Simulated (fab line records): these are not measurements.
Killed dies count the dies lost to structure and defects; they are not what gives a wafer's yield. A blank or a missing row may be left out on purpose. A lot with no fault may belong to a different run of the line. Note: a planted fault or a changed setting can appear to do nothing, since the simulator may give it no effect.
A lot that was struck, set against a sound lot	flow n5_finfet	36 out of 1938 route steps
Sound: wafers L500.1, L500.4, L500.5. Struck: wafer L491.2; the same lot's L491.1 was not struck, so it is left out; see the end for the cause.
Per side, at each step with rows, come the tool, then ch with its chambers, and then its first start. Under that, the readings that differ: sound wafers	struck wafers	difference of the means	sigmas: that difference in standard deviations of wafers without a fault.
alike: words and numbers the same on both sides, and readings whose means are apart by under 2 such deviations; not compared: readings that were withheld, readings missing a value for some wafer, numbers with overlapping values and no deviation given by the record, and bounds like >300 which may hide the same value.
A row with sigmas, a row that says differs or no value, or rows on one side alone: a step with any of these is where the two part. Numbers that have no deviation but don't overlap get no sigmas and don't part them. A reading missing from all wafers of one side parts the sides only when that side holds two or more wafers.

first, 9 steps without rows for these wafers: N5_SD_EPI_N_DEVELOP_08 (develop time 30 s); N5_SD_EPI_N_DESCUM_14 (chemistry O2, time 7.9 s); N5_SD_EPI_N_ETCH_34 (etches SiARC in CF4, target depth 45.5 nm, time 75.8 s); N5_SD_EPI_N_ETCH_35 (etches SOC in N2/H2, overetch 108 nm, time 486 s); N5_SD_EPI_N_STRIP_36 (strips in N2/H2); N5_SD_EPI_N_ETCHBACK_44 (etches SiNx in CH3F/O2, stops on SiO2, target depth 14.5 nm); N5_SD_EPI_N_ETCH_45 (etches SiOCN in CH3F/O2, target depth 6 nm); N5_SD_EPI_N_ETCH_16 (etches SiO2 in CHF3/O2, target depth 5 nm); N5_SD_EPI_N_STRIP_47 (strips in CHF3/O2).
N5_SD_EPI_N_SD_RECESS_17: chemistry HBr/Cl2/O2, target depth 41 nm, time 23.7 s, bt time 3 s.
  sound on rie_si-02 ch 0,3, day 8 08:35; struck on rie_si-06 ch 0, day 6 06:52
reading	sound	struck	difference	sigmas
oes_product_au (a.u.)	0.992 1.009 0.995	1.159	+0.160	+15
model.SD_EPI_N.feature_depth_nm (nm)	41.4 41.2 41.4	68.8	+27.5	
model.etch.depth_nm (nm)	41.41 41.2 41.34	68.75	+27.43	
model.Si_of_WELL_APT_EPI_41.thk_nm (nm)	8.4 8.8 8.2	4.2	-4.3	
  alike: HBr_flow_sccm, drypump_motor_current_A, throttle_valve_pct
  not compared: rf_hours_counter_h
then, 2 steps without rows for these wafers: N5_SD_EPI_N_STRIP_38 (strips in N2/H2); N5_SD_EPI_N_WET_ETCH_43 (etches SiO2 in dHF, time 14 s, target depth 1.5 nm).
N5_SD_EPI_N_STRIP_18: strips in SPM, time 750 s.
  sound on wet_bench-05 ch 0,3,7, day 8 08:47; struck on wet_bench-06 ch 4, day 6 07:04
reading	sound	struck	difference	sigmas
model.Si_of_WELL_APT_EPI_41.thk_nm (nm)	8.2 8.4 7.8	3.8	-4.3	
then, 21 steps without rows for these wafers: N5_SD_EPI_N_SRD_20 (time 30 s); N5_SD_EPI_N_PRECLEAN_48 (cleans in NF3:NH3, afs cycles 2, time 20 s, sublimation time 60 s); N5_SD_EPI_N_VAPOR_ETCH_50 (etches Si in HCl, time 54 s); N5_SD_EPI_N_EPI_21 (deposits Si:P, time 690 s); N5_SD_EPI_N_PRECLEAN_24 (cleans in O3/DIW, time 60 s); N5_SD_EPI_N_SRD_25 (time 30 s); N5_SD_EPI_N_PRECLEAN_49 (cleans in NF3:NH3, afs cycles 1, time 20 s, sublimation time 60 s); N5_SD_EPI_N_LINER_46 (material SiNx, target thk 3 nm); N5_SD_EPI_P_COAT_34 (time 60 s, resist thk 350 nm); N5_SD_EPI_P_COAT_35 (time 60 s, resist thk 35 nm); N5_SD_EPI_P_COAT_03 (resist thk 150 nm); N5_SD_EPI_P_EBR_05; N5_SD_EPI_P_SOFTBAKE_04 (time 60 s); N5_SD_EPI_P_EXPOSE_06 (exposes mask SD P BLK, target cd 240 nm); N5_SD_EPI_P_PEB_07 (peb time 60 s); N5_SD_EPI_P_DEVELOP_08 (develop time 30 s); N5_SD_EPI_P_DESCUM_14 (chemistry O2, time 7.9 s); N5_SD_EPI_P_ETCH_36 (etches SiARC in CF4, target depth 45.5 nm, time 75.8 s); N5_SD_EPI_P_ETCH_37 (etches SOC in N2/H2, overetch 108 nm, time 486 s); N5_SD_EPI_P_STRIP_38 (strips in N2/H2); N5_SD_EPI_P_ETCHBACK_46 (etches SiNx in CH3F/O2, stops on SiO2, target depth 17.5 nm).
-- the record jumps here: 6 days lie between the struck wafers' starts before and after (it left off in module SD_EPI_P and takes up again in module BEOL_M4, whose first step shown is number 1111 of the route) --
N5_BEOL_M4_RC_MEAS_101:
  sound on prober-02 ch 0, day 13 20:00; struck on prober-01 ch 0, day 11 21:13
  alike: DIBL_P, IOFF_P, ION_P, SS_P, VT_P
  not compared: CJ_N, DIBL_N, EOT_N, IGATE_N, IOFF_N, IOFF_N_85C, IOFF_N_LIN, IOFF_N_LONG, ION_N, RC_DENSE_N, RC_N, REXT_N, RS_SD_N, SS_N, VT_N, VT_N_LONG, VT_N_LVT
-- a jump in the record: the struck wafers' starts before and after are 4 days apart (it breaks off in module BEOL_M4 and resumes in module PASSIVATION, where the first step shown is number 1936 of the route) --
N5_PASSIVATION_PROBE_49:
  sound on prober-01, day 18 02:21; struck on prober-01, day 15 22:01
reading	sound	struck	difference	sigmas
sort_bin_4_leakage (%)	0 0 0	91.44	+91.44	
sort_n_pass	1082 1060 1086	0	-1076	-67
sort_yield_pct (%)	91.7 89.8 92.0	0	-91	-65
  alike: defect_limited_yield, killed_at_M0_to_M3, killed_at_M4_up, killed_at_contacts, killed_at_front_end, killed_at_other, killed_dies, killed_open, killed_short, sort_bin_5_function, sort_bin_6_memory

== WHERE THEY PART ==
At N5_SD_EPI_N_SD_RECESS_17 first; at N5_PASSIVATION_PROBE_49 last (within this record only).

WHY: whatever the simulator had introduced
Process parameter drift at N5_SD_EPI_N_SD_RECESS_17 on rie_si-06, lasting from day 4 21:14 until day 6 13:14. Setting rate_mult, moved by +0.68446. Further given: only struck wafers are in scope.
